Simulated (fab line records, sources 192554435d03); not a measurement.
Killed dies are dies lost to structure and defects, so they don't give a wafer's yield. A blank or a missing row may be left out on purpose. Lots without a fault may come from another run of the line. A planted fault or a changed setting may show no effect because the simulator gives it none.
fab line records | flow n5_finfet
record lots=5 wafers=15 last_day=16
route steps=1938 shown BEOL_M0@724 BEOL_M1@751
lots that met no fault: from a run of the same line without faults
start_h: hours from the record's first day to the start of the lot's first wafer shown | wait_h: hours since the lot's step before | " the same as in the row above | L1.1+2: a row that stands for several wafers | - no value, or no start given | * or withheld: withheld | < > ~ a bound
route shown NAME@n: a module of which the file shows steps, and the number in the route of the first | usual: mean/standard deviation of fault-free wafers | same: alike in all rows | chamber/n: place in a boat | sites: the reading at each site | _std_site: their standard deviation | _edge_site: outer sites' mean less inner sites' | radius_mm: how far each site lies from the wafer's centre | mask NAME#n: copy n | behind: the tool/chamber that last shaped the wafer | hold: why the lot was held/for how many hours/how that ended | device: the transistor (n, p or np) that didn't switch | end of line: the same wafers' tests at the end of the route | a step without rows: its recipe alone | killed: dies lost to structure and defects at the first sort, not the wafer's yield | map: a wafer's dies, x killed, . not, _ none there
set.NAME: the setting as run; set.NAME@STEP: as run at that earlier step | model.NAME: the simulator's own value behind a step, which no gauge read
lots at some steps of the route; a table a step, a row a wafer
services: from which hour (start_h, from the record's first day; less than 0 if before it) a tool's chamber was out of use, for how many hours, and why
## steps
# step N5_BEOL_M0_HM_STRIP_129
# recipe chemistry=peroxide_tin_strip material=TiN target_depth_a=170 temp_c=50 time_s=108
# usual bath_guard_temp_C=50.0/0.51
# columns lot.wafer tool chamber start_h wait_h bath_guard_temp_C
L075.1 wet_bench-02 7 120.63 0.0 49.3
L075.3 " 5 " " 50.7
L075.6 " 4 " " 49.9
L079.1 wet_bench-03 4 148.30 0.0 50.0
L079.4 " 7 " " 50.6
L079.6 " 6 " " 51.2
L089.2 wet_bench-03 0 204.69 0.0 49.9
L089.4 " 7 " " 50.9
L089.5 " 5 " " 49.9
L090.2 wet_bench-03 6 209.98 0.0 51.1
L090.3 " 5 " " 49.9
L090.5 " 1 " " 50.1
L093.2 wet_bench-06 7 230.70 0.0 49.9
L093.3 " 1 " " 49.5
L093.6 " 6 " " 49.5
# step N5_BEOL_M0_SRD_130
# recipe time_s=30 temp_c=23 rinse_liquid=diw dry=ipa_marangoni
# columns lot.wafer tool chamber start_h wait_h
L075.1+3+6 wet_bench-02 7,5,4 120.66 0.0
L079.1+4+6 wet_bench-03 4,7,6 148.37 0.0
L089.2+4+5 wet_bench-03 0,7,5 204.72 0.0
L090.2+3+5 wet_bench-03 6,5,1 210.01 0.0
L093.2+3+6 wet_bench-06 7,1,6 230.73 0.0
# step N5_BEOL_M0_ETCH_109
# recipe chemistry=CH3F/O2 target_depth_a=80 overetch_a=24 target=SiCN time_s=27.4 ion_energy_ev=120 pressure_mtorr=30 source_w=395 bias_w=75 Ar_flow_sccm=150 CH3F_flow_sccm=30 O2_flow_sccm=20
# usual drypump_motor_current_A=5.9/0.46 oes_product_au=0.67/0.076 rf_fwd_power_W=393.0/1.3 rf_vpp_V=297.0/1.4 showerhead_plenum_p_Torr=1.99/0.054 throttle_valve_pct=16.32/0.2
# columns lot.wafer tool chamber start_h wait_h drypump_motor_current_A oes_product_au rf_fwd_power_W rf_hours_counter_h rf_vpp_V showerhead_plenum_p_Torr throttle_valve_pct
L075.1 rie_diel-03 1 121.13 0.4 5.1 0.63 394.7 200 296.9 1.99 16.37
L075.3 " 3 " " 6.3 0.59 391.5 201 296.6 1.98 16.39
L075.6 " 1 " " 5.1 0.63 393.6 - 298.0 1.99 16.35
L079.1 rie_diel-04 2 148.65 0.3 5.9 0.56 392.1 236 295.1 1.90 16.34
L079.4 " 0 " " 5.6 0.81 392.6 4 297.1 1.97 16.31
L079.6 " 3 " " 5.9 0.60 394.0 - 299.6 2.07 16.69
L089.2 rie_diel-04 3 205.13 0.4 5.9 0.60 394.9 235 298.8 2.06 16.71
L089.4 " 1 " " 6.4 0.74 394.6 - 300.9 2.11 16.37
L089.5 " 3 " " 6.0 0.59 396.0 - 297.8 2.06 16.73
L090.2 rie_diel-05 0 210.32 0.3 5.5 0.71 392.3 64 298.6 2.04 15.90
L090.3 " 3 " " 5.6 0.61 392.8 209 299.2 2.05 16.44
L090.5 " 0 " " 5.4 0.72 393.1 - 298.9 2.04 15.90
L093.2 rie_diel-04 1 231.00 0.2 6.4 0.72 391.7 54 298.6 2.11 16.40
L093.3 " 0 " " 5.7 0.77 391.9 26 297.3 1.96 16.35
L093.6 " 0 " " 5.7 0.78 393.3 - 297.9 1.96 16.35
# step N5_BEOL_M0_STRIP_139
# recipe chemistry=post_etch_residue_remover time_s=60 temp_c=25 remover_ph=withheld remover_water_wt_pct=withheld remover_fluoride_wt_pct=withheld
# columns lot.wafer tool chamber start_h wait_h
L075.1+3+6 wet_bench-02 1,6,7 121.23 0.1
L079.1+4+6 wet_bench-03 5,6,1 148.76 0.1
L089.2+4+5 wet_bench-02 2,3,5 205.28 0.1
L090.2+3+5 wet_bench-02 6,5,7 210.43 0.1
L093.2+3+6 wet_bench-06 3,5,6 231.10 0.1
# step N5_BEOL_M0_SRD_111
# recipe time_s=30 temp_c=23 rinse_liquid=diw dry=ipa_marangoni
# columns lot.wafer tool chamber start_h wait_h
L075.1+3+6 wet_bench-02 1,6,7 121.25 0.0
L079.1+4+6 wet_bench-03 5,6,1 148.80 0.0
L089.2+4+5 wet_bench-02 2,3,5 205.30 0.0
L090.2+3+5 wet_bench-02 6,5,7 210.45 0.0
L093.2+3+6 wet_bench-06 3,5,6 231.12 0.0
# step N5_BEOL_M0_DEGAS_112
# recipe ambient=vacuum temp_c=250 time_s=60
# usual heater_power_w=323/26 susceptor_temp_C=250.01/0.16
# columns lot.wafer tool chamber start_h wait_h heater_power_w susceptor_temp_C
L075.1 pvd_sputter-03 - 121.61 0.3 311 249.82
L075.3 " - " " 356 249.85
L075.6 " - " " 360 250.07
L079.1 pvd_sputter-01 - 149.73 0.9 326 249.90
L079.4 " - " " 341 249.99
L079.6 " - " " 287 249.88
L089.2 pvd_sputter-03 - 206.66 1.3 356 250.26
L089.4 " - " " 309 249.97
L089.5 " - " " 361 250.04
L090.2 pvd_sputter-03 - 210.79 0.3 319 250.13
L090.3 " - " " 358 249.68
L090.5 " - " " 358 249.85
L093.2 pvd_sputter-02 - 231.92 0.8 294 250.15
L093.3 " - " " 298 249.95
L093.6 " - " " 349 249.80
# step N5_BEOL_M0_PRE_CLEAN_113
# recipe gas=H2/He time_s=30 temp_c=250
# usual heater_power_w=323/26 susceptor_temp_C=249.98/0.17
# columns lot.wafer tool chamber start_h wait_h heater_power_w susceptor_temp_C
L075.1 pvd_sputter-03 - 121.65 0.0 297 250.26
L075.3 " - " " 367 249.96
L075.6 " - " " 356 249.85
L079.1 pvd_sputter-01 - 149.77 0.0 317 249.81
L079.4 " - " " 358 249.85
L079.6 " - " " 297 249.90
L089.2 pvd_sputter-03 - 206.70 0.0 361 250.19
L089.4 " - " " 311 249.83
L089.5 " - " " 357 249.84
L090.2 pvd_sputter-03 - 210.83 0.0 314 249.82
L090.3 " - " " 353 249.79
L090.5 " - " " 359 249.84
L093.2 pvd_sputter-02 - 231.96 0.0 305 250.02
L093.3 " - " " 303 250.11
L093.6 " - " " 336 249.94
# step N5_BEOL_M0_ALD_136
# recipe material=TaN target_thk_a=* temp_c=275 ald_precursor_family=PDMAT ald_co_reactant=NH3 pressure_torr=3 carrier_flow_sccm=1500 pulse_time_s=2 purge_time_s=3 co_reactant_purge_time_s=2 co_reactant_pulse_time_s=3 ald_cycles=30 precursor_vessel_temp_c=75 precursor_vessel_pressure_torr=26.25 precursor_vessel_carrier_sccm=1000
# usual chamber_pressure_Torr=3.000/0.0073 heater_power_w=423/29 susceptor_temp_C=274.99/0.17
# same pulse_time_s=2
# columns lot.wafer tool chamber start_h wait_h chamber_pressure_Torr heater_power_w susceptor_temp_C
L075.1 ald_metal-04 3 121.72 0.0 3.001 443 274.92
L075.3 " 2 " " 3.002 454 274.92
L075.6 " 2 " " 3.007 442 275.11
L079.1 ald_metal-04 3 149.83 0.0 2.993 427 274.82
L079.4 " 0 " " 3.006 357 275.22
L079.6 " 2 " " 3.007 446 274.92
L089.2 ald_metal-02 0 206.77 0.0 2.994 410 274.91
L089.4 " 1 " " 2.998 386 275.13
L089.5 " 3 " " 3.008 460 274.77
L090.2 ald_metal-01 1 210.91 0.1 2.998 420 274.68
L090.3 " 2 " " 2.997 444 275.25
L090.5 " 0 " " 2.983 409 275.31
L093.2 ald_metal-02 1 232.02 0.0 3.001 382 274.88
L093.3 " 2 " " 3.016 450 274.91
L093.6 " 1 " " 3.001 380 274.89
# step N5_BEOL_M0_SURFACE_TREAT_137
# recipe gas=Ar time_s=* ion_energy_ev=* ion_current_ma_cm2=0.5 pressure_mtorr=* ar_flow_sccm=30
# usual throttle_valve_pct=*
# columns lot.wafer tool chamber start_h wait_h throttle_valve_pct
L075.1 pvd_sputter-03 - 122.05 0.2 *
L075.3 " - " " *
L075.6 " - " " *
L079.1 pvd_sputter-03 - 150.11 0.2 *
L079.4 " - " " *
L079.6 " - " " *
L089.2 pvd_sputter-03 - 207.00 0.1 *
L089.4 " - " " *
L089.5 " - " " *
L090.2 pvd_sputter-03 - 211.15 0.1 *
L090.3 " - " " *
L090.5 " - " " *
L093.2 pvd_sputter-02 - 232.30 0.2 *
L093.3 " - " " *
L093.6 " - " " *
# step N5_BEOL_M0_CVD_115
# recipe material=Co target_thk_a=* temp_c=withheld precursor=CCTBA/H2 pressure_torr=30 time_s=120
# usual chamber_pressure_Torr=29.99/0.071
# columns lot.wafer tool chamber start_h wait_h chamber_pressure_Torr
L075.1 cvd_co-01 0 122.21 0.1 30.18
L075.3 " 2 " " 29.98
L075.6 " 0 " " 30.18
L079.1 cvd_co-02 0 150.21 0.1 29.98
L079.4 " 1 " " 30.02
L079.6 " 2 " " 30.02
L089.2 cvd_co-01 1 207.07 0.0 29.94
L089.4 " 0 " " 29.94
L089.5 " 1 " " 30.08
L090.2 cvd_co-01 1 211.26 0.1 30.04
L090.3 " 0 " " 30.10
L090.5 " 2 " " 30.04
L093.2 cvd_co-01 2 232.40 0.1 29.99
L093.3 " 1 " " 30.05
L093.6 " 1 " " 29.95
# step N5_BEOL_M0_SPUTTER_116
# recipe material=Cu target_thk_a=40 temp_c=-20 chamber_pressure_pa=0.07 power_w=withheld time_s=7.37
# usual chuck_sensor_temp_C=-16.0/0.6 susceptor_temp_C=-19.97/0.12 throttle_valve_pct=30.0/1.1
# columns lot.wafer tool chamber start_h wait_h chuck_sensor_temp_C susceptor_temp_C throttle_valve_pct
L075.1 pvd_sputter-03 - 122.37 0.1 -17.0 -20.04 30.1
L075.3 " - " " -16.3 -19.89 29.6
L075.6 " - " " -16.9 -19.83 31.5
L079.1 pvd_sputter-02 - 150.60 0.3 -15.7 -20.11 28.8
L079.4 " - " " -16.0 -19.93 30.9
L079.6 " - " " -15.5 -19.97 30.8
L089.2 pvd_sputter-02 - 207.18 0.1 -15.6 -20.17 29.1
L089.4 " - " " -16.1 -20.06 30.7
L089.5 " - " " -15.7 -19.89 28.9
L090.2 pvd_sputter-03 - 211.49 0.2 -16.3 -19.74 29.7
L090.3 " - " " -17.1 -19.97 31.5
L090.5 " - " " -17.0 -19.96 31.6
L093.2 pvd_sputter-02 - 232.62 0.2 -15.6 -19.90 28.8
L093.3 " - " " -15.6 -19.86 30.9
L093.6 " - " " -15.8 -20.10 28.7
# step N5_BEOL_M0_ANNEAL_117
# recipe temp_c=400 time_s=60 ambient=vacuum
# usual heater_power_w=800/62 susceptor_temp_C=400.04/0.22 susceptor_temp_C_max=401.01/0.29
# columns lot.wafer tool chamber start_h wait_h heater_power_w susceptor_temp_C susceptor_temp_C_max
L075.1 pvd_sputter-03 - 122.45 0.0 778 400.25 401.49
L075.3 " - " " 866 400.02 400.84
L075.6 " - " " 774 400.14 401.23
L079.1 pvd_sputter-02 - 150.68 0.0 774 399.53 400.39
L079.4 " - " " 770 399.76 400.57
L079.6 " - " " 849 399.94 400.86
L089.2 pvd_sputter-02 - 207.26 0.0 700 399.69 400.53
L089.4 " - " " 747 399.86 400.61
L089.5 " - " " 762 399.87 400.62
L090.2 pvd_sputter-03 - 211.57 0.0 905 400.48 401.72
L090.3 " - " " 769 400.04 401.02
L090.5 " - " " 773 400.18 401.25
L093.2 pvd_sputter-02 - 232.70 0.0 705 400.02 400.84
L093.3 " - " " 870 399.95 400.78
L093.6 " - " " 764 399.82 400.66
# step N5_BEOL_M0_SPUTTER_132
# recipe material=Cu target_thk_a=40 temp_c=-20 chamber_pressure_pa=0.07 power_w=withheld time_s=7.37
# usual chuck_sensor_temp_C=-16.0/0.6 susceptor_temp_C=-20.01/0.11 throttle_valve_pct=30.0/1.1
# columns lot.wafer tool chamber start_h wait_h chuck_sensor_temp_C susceptor_temp_C throttle_valve_pct
L075.1 pvd_sputter-03 - 122.49 0.0 -16.8 -19.98 29.7
L075.3 " - " " -16.2 -19.93 29.4
L075.6 " - " " -16.9 -20.03 31.6
L079.1 pvd_sputter-02 - 150.72 0.0 -15.7 -19.90 28.6
L079.4 " - " " -16.3 -20.03 30.8
L079.6 " - " " -15.7 -20.06 30.8
L089.2 pvd_sputter-02 - 207.30 0.0 -15.6 -20.07 28.8
L089.4 " - " " -16.0 -20.06 30.5
L089.5 " - " " -15.5 -20.05 28.7
L090.2 pvd_sputter-03 - 211.61 0.0 -16.2 -19.94 29.7
L090.3 " - " " -17.1 -20.00 31.6
L090.5 " - " " -17.1 -19.99 31.8
L093.2 pvd_sputter-02 - 232.74 0.0 -15.5 -19.88 28.8
L093.3 " - " " -15.6 -20.16 30.9
L093.6 " - " " -15.7 -19.85 28.7
# step N5_BEOL_M0_ANNEAL_133
# recipe temp_c=400 time_s=60 ambient=vacuum
# usual heater_power_w=802/62 susceptor_temp_C=400.02/0.21 susceptor_temp_C_max=400.98/0.3
# columns lot.wafer tool chamber start_h wait_h heater_power_w susceptor_temp_C susceptor_temp_C_max
L075.1 pvd_sputter-03 - 122.57 0.0 795 400.10 401.45
L075.3 " - " " 882 399.90 400.75
L075.6 " - " " 760 399.91 400.98
L079.1 pvd_sputter-02 - 150.80 0.0 769 400.27 401.05
L079.4 " - " " 764 400.03 401.12
L079.6 " - " " 855 399.99 400.85
L089.2 pvd_sputter-02 - 207.38 0.0 709 399.69 400.74
L089.4 " - " " 767 400.18 401.02
L089.5 " - " " 783 400.23 400.97
L090.2 pvd_sputter-03 - 211.69 0.0 885 400.05 401.30
L090.3 " - " " 779 399.86 400.72
L090.5 " - " " 754 399.76 400.75
L093.2 pvd_sputter-02 - 232.82 0.0 699 400.26 401.23
L093.3 " - " " 853 399.97 401.05
L093.6 " - " " 752 399.89 400.73
# step N5_BEOL_M0_SPUTTER_134
# recipe material=Cu target_thk_a=40 temp_c=-20 chamber_pressure_pa=0.07 power_w=withheld time_s=7.37
# usual chuck_sensor_temp_C=-16.0/0.6 susceptor_temp_C=-20.00/0.11 throttle_valve_pct=30.0/1.1
# columns lot.wafer tool chamber start_h wait_h chuck_sensor_temp_C susceptor_temp_C throttle_valve_pct
L075.1 pvd_sputter-03 - 122.61 0.0 -17.0 -19.84 30.0
L075.3 " - " " -16.2 -20.00 29.6
L075.6 " - " " -17.1 -19.95 31.7
L079.1 pvd_sputter-02 - 150.84 0.0 -15.6 -20.08 28.7
L079.4 " - " " -16.2 -20.11 30.7
L079.6 " - " " -15.2 -20.02 30.7
L089.2 pvd_sputter-02 - 207.42 0.0 -15.5 -20.07 28.6
L089.4 " - " " -16.1 -19.88 30.9
L089.5 " - " " -15.7 -19.92 28.7
L090.2 pvd_sputter-03 - 211.73 0.0 -16.2 -20.01 29.7
L090.3 " - " " -17.0 -20.05 31.8
L090.5 " - " " -16.9 -20.05 31.8
L093.2 pvd_sputter-02 - 232.86 0.0 -15.7 -20.11 28.8
L093.3 " - " " -15.4 -20.10 30.7
L093.6 " - " " -15.7 -19.78 28.6
# step N5_BEOL_M0_ANNEAL_135
# recipe temp_c=400 time_s=60 ambient=vacuum
# usual heater_power_w=800/61 susceptor_temp_C=400.01/0.22 susceptor_temp_C_max=400.98/0.29
# columns lot.wafer tool chamber start_h wait_h heater_power_w susceptor_temp_C susceptor_temp_C_max
L075.1 pvd_sputter-03 - 122.69 0.0 804 400.09 400.90
L075.3 " - " " 900 400.06 400.88
L075.6 " - " " 779 399.84 400.61
L079.1 pvd_sputter-02 - 150.92 0.0 765 399.95 400.82
L079.4 " - " " 750 400.11 400.80
L079.6 " - " " 858 400.07 400.94
L089.2 pvd_sputter-02 - 207.50 0.0 708 399.82 400.68
L089.4 " - " " 761 400.00 400.79
L089.5 " - " " 765 400.22 401.16
L090.2 pvd_sputter-03 - 211.81 0.0 898 400.19 401.30
L090.3 " - " " 761 399.66 400.57
L090.5 " - " " 764 399.56 400.67
L093.2 pvd_sputter-02 - 232.94 0.0 716 399.91 401.40
L093.3 " - " " 881 399.82 400.78
L093.6 " - " " 766 399.68 400.62
# step N5_BEOL_M0_SPUTTER_141
# recipe material=Cu target_thk_a=40 temp_c=-20 chamber_pressure_pa=0.07 power_w=withheld time_s=7.37
# usual chuck_sensor_temp_C=-16.0/0.61 susceptor_temp_C=-19.99/0.099 throttle_valve_pct=30.0/1.1
# columns lot.wafer tool chamber start_h wait_h chuck_sensor_temp_C susceptor_temp_C throttle_valve_pct
L075.1 pvd_sputter-03 - 122.73 0.0 -16.9 -20.09 29.8
L075.3 " - " " -16.0 -20.09 29.7
L075.6 " - " " -17.0 -20.07 31.7
L079.1 pvd_sputter-02 - 150.96 0.0 -15.6 -19.96 28.8
L079.4 " - " " -16.1 -20.10 30.8
L079.6 " - " " -15.5 -20.03 30.7
L089.2 pvd_sputter-02 - 207.54 0.0 -15.6 -19.98 28.8
L089.4 " - " " -16.0 -19.84 31.0
L089.5 " - " " -15.8 -19.98 28.5
L090.2 pvd_sputter-03 - 211.85 0.0 -16.2 -19.99 29.9
L090.3 " - " " -16.9 -19.78 32.0
L090.5 " - " " -17.0 -19.78 31.5
L093.2 pvd_sputter-02 - 232.98 0.0 -15.5 -19.96 29.0
L093.3 " - " " -15.4 -19.98 30.7
L093.6 " - " " -15.7 -20.07 28.9
# step N5_BEOL_M0_ECD_118
# recipe material=Cu target_thk_a=3000
# columns lot.wafer tool chamber start_h wait_h
L075.1+3+6 ecd_cu-01 0,0,1 122.85 0.1
L079.1+4+6 ecd_cu-01 1,0,0 151.09 0.1
L089.2+4+5 ecd_cu-01 0,1,1 207.65 0.1
L090.2+3+5 ecd_cu-02 1,0,1 211.97 0.1
L093.2+3+6 ecd_cu-02 0,1,1 233.10 0.1
# step N5_BEOL_M0_ANNEAL_119
# recipe temp_c=225 time_s=90 ambient=N2
# usual anneal_temp_c=225.04/0.17 anneal_temp_c_max=226.6/0.56 wafer_temp_C_max=225.66/0.2
# columns lot.wafer tool chamber start_h wait_h anneal_temp_c anneal_temp_c_max wafer_temp_C_max
L075.1 rtp_anneal-01 0 122.93 0.1 224.90 225.7 225.58
L075.3 " 0 " " 225.04 225.9 225.75
L075.6 " 0 " " 225.06 226.0 225.62
L079.1 rtp_anneal-01 0 151.17 0.1 225.02 225.7 225.89
L079.4 " 0 " " 225.15 226.0 225.22
L079.6 " 0 " " 225.18 226.6 225.41
L089.2 rtp_anneal-02 0 207.78 0.1 224.91 227.0 225.59
L089.4 " 0 " " 225.06 226.8 225.46
L089.5 " 0 " " 225.01 226.8 225.54
L090.2 rtp_anneal-02 0 212.09 0.1 225.19 227.6 225.81
L090.3 " 0 " " 225.08 227.0 225.65
L090.5 " 0 " " 225.32 227.1 225.78
L093.2 rtp_anneal-01 0 233.24 0.1 225.38 226.8 225.43
L093.3 " 0 " " 225.18 226.0 225.57
L093.6 " 0 " " 225.23 226.3 225.34
# step N5_BEOL_M0_CMP_120
# recipe stop_on=SiOC t_overpolish_s=6.9 down_force_psi=1 platen_rpm=50 clearing_platen_down_force_psi=1.5 clearing_platen_rpm=50 post_cmp_clean=cu_alkaline clearing_platen_pad_velocity_m_s=0.99484 pad_velocity_m_s=0.99484
# usual barrier_field_endpoint_s=3.61/0.12 motor_current_A=6.0/0.63 overpolish_run_s=6.900/0.0094 pad_life_wafers=1185/640 time_to_endpoint_s=62.9/2.9
# columns lot.wafer tool chamber start_h wait_h barrier_field_endpoint_s motor_current_A overpolish_run_s pad_life_wafers time_to_endpoint_s
L075.1 cmp-02 1 123.27 0.3 3.87 4.7 6.906 1987 65.9
L075.3 " 2 " " 3.75 5.2 6.895 1988 64.8
L075.6 " 1 " " 3.64 4.6 6.899 - 65.0
L079.1 cmp-01 0 151.54 0.3 3.67 6.3 6.896 1250 65.1
L079.4 " 1 " " 3.66 6.1 6.922 1251 65.8
L079.6 " 2 " " 3.66 6.0 6.897 - 63.0
L089.2 cmp-02 2 208.04 0.2 3.62 5.4 6.907 336 65.6
L089.4 " 0 " " 3.66 6.0 6.914 338 63.3
L089.5 " 3 " " 3.52 6.3 6.900 - 59.4
L090.2 cmp-03 0 212.38 0.2 3.50 6.7 6.901 1681 64.9
L090.3 " 1 " " 3.62 6.5 6.893 1682 66.5
L090.5 " 0 " " 3.35 6.6 6.903 - 63.4
L093.3 cmp-02 2 233.54 0.2 3.71 5.2 6.918 517 69.2
L093.2 " 3 " " 3.49 6.9 6.887 518 64.4
L093.6 " 2 " " 3.73 5.3 6.892 - 67.5
# step N5_BEOL_M0_PRE_CLEAN_131
# recipe gas=NH3/H2 time_s=15 temp_c=* rf_power_w=300
# usual heater_power_w=91/22 rf_fwd_power_W=296.7/1.4 susceptor_temp_C=*
# columns lot.wafer tool chamber start_h wait_h heater_power_w rf_fwd_power_W susceptor_temp_C
L075.1 cvd_co-01 2 123.57 0.0 130 294.1 *
L075.3 " 0 " " 102 298.7 *
L075.6 " 1 " " 88 296.3 *
L079.1 cvd_co-01 1 151.80 0.0 86 296.5 *
L079.4 " 0 " " 104 298.0 *
L079.6 " 2 " " 129 294.1 *
L089.2 cvd_co-02 2 208.38 0.0 92 296.3 *
L089.4 " 1 " " 54 298.7 *
L089.5 " 0 " " 81 297.9 *
L090.2 cvd_co-01 1 212.68 0.0 86 295.6 *
L090.3 " 0 " " 100 296.2 *
L090.5 " 0 " " 100 296.8 *
L093.2 cvd_co-01 1 233.83 0.0 84 296.0 *
L093.3 " 1 " " 87 296.5 *
L093.6 " 2 " " 131 294.7 *
# step N5_BEOL_M0_CO_CAP_123
# recipe material=Co target_thk_a=20 temp_c=200 precursor=CCTBA/H2 pressure_torr=30 time_s=102.1
# usual chamber_pressure_Torr=30.00/0.069 heater_power_w=244/28 susceptor_temp_C=200.00/0.16
# columns lot.wafer tool chamber start_h wait_h chamber_pressure_Torr heater_power_w susceptor_temp_C
L075.1 cvd_co-01 2 123.61 0.0 30.10 289 199.56
L075.3 " 0 " " 29.95 260 200.28
L075.6 " 1 " " 29.99 236 200.32
L079.1 cvd_co-01 1 151.84 0.0 30.02 233 200.07
L079.4 " 0 " " 29.98 264 199.96
L079.6 " 2 " " 30.02 293 200.00
L089.2 cvd_co-02 2 208.42 0.0 30.06 245 200.33
L089.4 " 1 " " 29.90 201 199.96
L089.5 " 0 " " 30.12 227 199.99
L090.2 cvd_co-01 1 212.72 0.0 30.17 242 199.86
L090.3 " 0 " " 30.14 258 200.00
L090.5 " 0 " " 30.06 253 199.68
L093.2 cvd_co-01 1 233.89 0.0 30.03 237 199.94
L093.3 " 1 " " 30.14 245 199.95
L093.6 " 2 " " 30.05 301 199.95
# step N5_BEOL_M0_PRE_CLEAN_124
# recipe gas=NH3 time_s=15 temp_c=withheld rf_power_w=300
# usual rf_fwd_power_W=295.4/1.7
# columns lot.wafer tool chamber start_h wait_h rf_fwd_power_W
L075.1 pecvd-02 2 123.70 0.1 296.8
L075.3 " 1 " " 296.1
L075.6 " 2 " " 296.7
L079.1 pecvd-03 2 151.93 0.1 297.1
L079.4 " 0 " " 295.4
L079.6 " 2 " " 297.9
L089.2 pecvd-02 1 208.51 0.1 295.3
L089.4 " 0 " " 293.0
L089.5 " 2 " " 296.4
L090.2 pecvd-03 0 212.81 0.1 294.6
L090.3 " 1 " " 295.2
L090.5 " 1 " " 295.5
L093.2 pecvd-01 2 234.02 0.1 296.5
L093.3 " 1 " " 292.0
L093.6 " 2 " " 297.4
# step N5_BEOL_M0_DEP_125
# recipe material=SiCN target_thk_a=80 temp_c=withheld precursor=3MS/NH3 pressure_torr=3 rf_w=202 time_s=14
# usual chamber_pressure_Torr=3.000/0.0063 rf_fwd_power_W=199.8/0.91 showerhead_plenum_p_Torr=3.666/0.014 throttle_valve_pct=9.0/0.42
# columns lot.wafer tool chamber start_h wait_h chamber_pressure_Torr rf_fwd_power_W showerhead_plenum_p_Torr throttle_valve_pct
L075.1 pecvd-02 2 123.72 0.0 2.989 200.1 3.672 8.7
L075.3 " 1 " " 2.992 199.7 3.678 9.6
L075.6 " 2 " " 3.002 200.3 3.662 8.7
L079.1 pecvd-03 2 151.97 0.0 2.989 200.0 3.681 8.9
L079.4 " 0 " " 2.999 201.0 3.683 9.2
L079.6 " 2 " " 2.996 200.8 3.670 8.7
L089.2 pecvd-02 1 208.53 0.0 2.999 200.4 3.680 9.6
L089.4 " 0 " " 3.001 199.0 3.670 9.3
L089.5 " 2 " " 2.997 200.3 3.673 8.9
L090.2 pecvd-03 0 212.85 0.0 2.988 198.7 3.689 9.2
L090.3 " 1 " " 2.998 200.0 3.647 8.7
L090.5 " 1 " " 3.009 198.3 3.648 8.8
L093.2 pecvd-01 2 234.05 0.0 2.999 200.5 3.674 9.0
L093.3 " 1 " " 2.994 198.1 3.637 8.1
L093.6 " 2 " " 3.003 200.6 3.669 8.8
# step N5_BEOL_M0_RS_MEAS_126
# recipe thk_meas_gauge=four-point-probe reads=Co_of_BEOL_M0_CO_CAP_123+Cu_of_BEOL_M0_ECD_118+Co_of_BEOL_M0_CVD_115+TaN_of_BEOL_M0_ALD_136
# usual M0_RS=0.529/0.015
# columns lot.wafer tool chamber start_h wait_h M0_RS[ohm/sq]
L075.1 film_metro-02 - 123.79 0.0 0.509
L075.3 " - " " 0.549
L075.6 " - " " 0.496
L079.1 film_metro-01 - 152.05 0.1 0.517
L079.4 " - " " 0.508
L079.6 " - " " 0.504
L089.2 film_metro-01 - 208.60 0.1 0.532
L089.4 " - " " 0.536
L089.5 " - " " 0.547
L090.2 film_metro-02 - 212.93 0.1 0.505
L090.3 " - " " 0.509
L090.5 " - " " 0.522
L093.2 film_metro-01 - 234.11 0.1 0.556
L093.3 " - " " 0.513
L093.6 " - " " 0.525
# step N5_BEOL_M0_INSPECT_127
# recipe inspect_instrument=darkfield mode=post_dep
# usual raw_defect_count=77/27
# columns lot.wafer tool chamber start_h wait_h raw_defect_count
L075.1 defect_inspect-01 - 123.82 0.0 68
L075.3 " - " " 148
L075.6 " - " " 82
L079.1 defect_inspect-01 - 152.08 0.0 87
L079.4 " - " " 105
L079.6 " - " " 79
L089.2 defect_inspect-02 - 208.69 0.1 89
L089.4 " - " " 80
L089.5 " - " " 63
L090.2 defect_inspect-01 - 212.96 0.0 63
L090.3 " - " " 70
L090.5 " - " " 74
L093.2 defect_inspect-02 - 234.14 0.0 33
L093.3 " - " " 42
L093.6 " - " " 35
# step N5_BEOL_M1_ILD_DEP_00
# recipe material=SiOC target_thk_a=790 temp_c=350 precursor=DEMS/O2 pressure_torr=5 rf_w=500 time_s=15.3
# usual chamber_pressure_Torr=4.998/0.0096 heater_power_w=469/61 rf_fwd_power_W=494.5/1.9 showerhead_plenum_p_Torr=5.696/0.012 susceptor_temp_C=350.02/0.19 throttle_valve_pct=12.1/0.56
# columns lot.wafer tool chamber start_h wait_h chamber_pressure_Torr heater_power_w rf_fwd_power_W showerhead_plenum_p_Torr susceptor_temp_C throttle_valve_pct
L075.1 pecvd-02 0 123.85 0.0 4.985 500 493.2 5.708 349.93 12.6
L075.3 " 2 " " 4.982 394 496.3 5.693 350.16 11.8
L075.6 " 1 " " 4.990 407 495.5 5.695 349.69 12.6
L079.1 pecvd-04 1 152.12 0.0 5.012 385 496.5 5.710 350.01 13.0
L079.4 " 2 " " 4.992 407 494.3 5.705 350.16 11.3
L079.6 " 1 " " 5.009 401 494.3 5.690 350.17 12.6
L089.2 pecvd-03 0 208.73 0.0 5.012 503 496.3 5.716 349.96 12.4
L089.4 " 1 " " 4.992 460 493.6 5.702 349.97 11.6
L089.5 " 1 " " 4.984 471 492.3 5.696 350.08 11.3
L090.2 pecvd-02 2 212.99 0.0 5.009 322 494.4 5.709 349.95 11.8
L090.3 " 1 " " 4.988 427 493.3 5.703 350.16 12.7
L090.5 " 1 " " 5.010 429 496.4 5.702 350.14 12.9
L093.2 pecvd-03 1 234.18 0.0 5.005 496 493.7 5.672 350.20 11.4
L093.3 " 0 " " 4.989 500 494.0 5.705 350.43 12.5
L093.6 " 1 " " 5.014 516 493.8 5.682 350.09 11.5
## services
# columns tool chamber start_h hours kind
cmp-01 - 101.17 8.2 repair
ecd_cu-01 - 109.39 0.5 repair
pvd_sputter-01 - 109.58 0.8 repair
cmp-01 - 120.30 5.6 pm
pecvd-01 2 123.12 15.9 repair
pecvd-03 - 134.59 1.1 repair
pvd_sputter-03 - 143.41 1.6 repair
cmp-02 - 145.78 18.0 pm
pecvd-03 1 147.00 5.5 scheduled_down
rie_diel-03 0 151.36 2.6 repair
ecd_cu-01 - 155.55 0.7 repair
cmp-02 - 165.54 4.0 pm
cmp-01 - 165.57 4.9 repair
rie_diel-04 3 172.52 3.1 repair
cmp-03 - 174.24 0.8 repair
pecvd-03 2 178.61 11.9 repair
ald_metal-01 2 180.10 2.0 repair
cmp-02 - 196.89 0.9 repair
pecvd-03 2 202.38 - clean
pecvd-03 2 202.38 - consumable_replace:showerhead
pecvd-03 2 202.38 29.0 scheduled_down
ald_metal-02 3 208.66 8.2 repair
cmp-01 - 209.63 6.6 repair
cvd_co-01 0 229.96 8.2 repair
## key
fault none
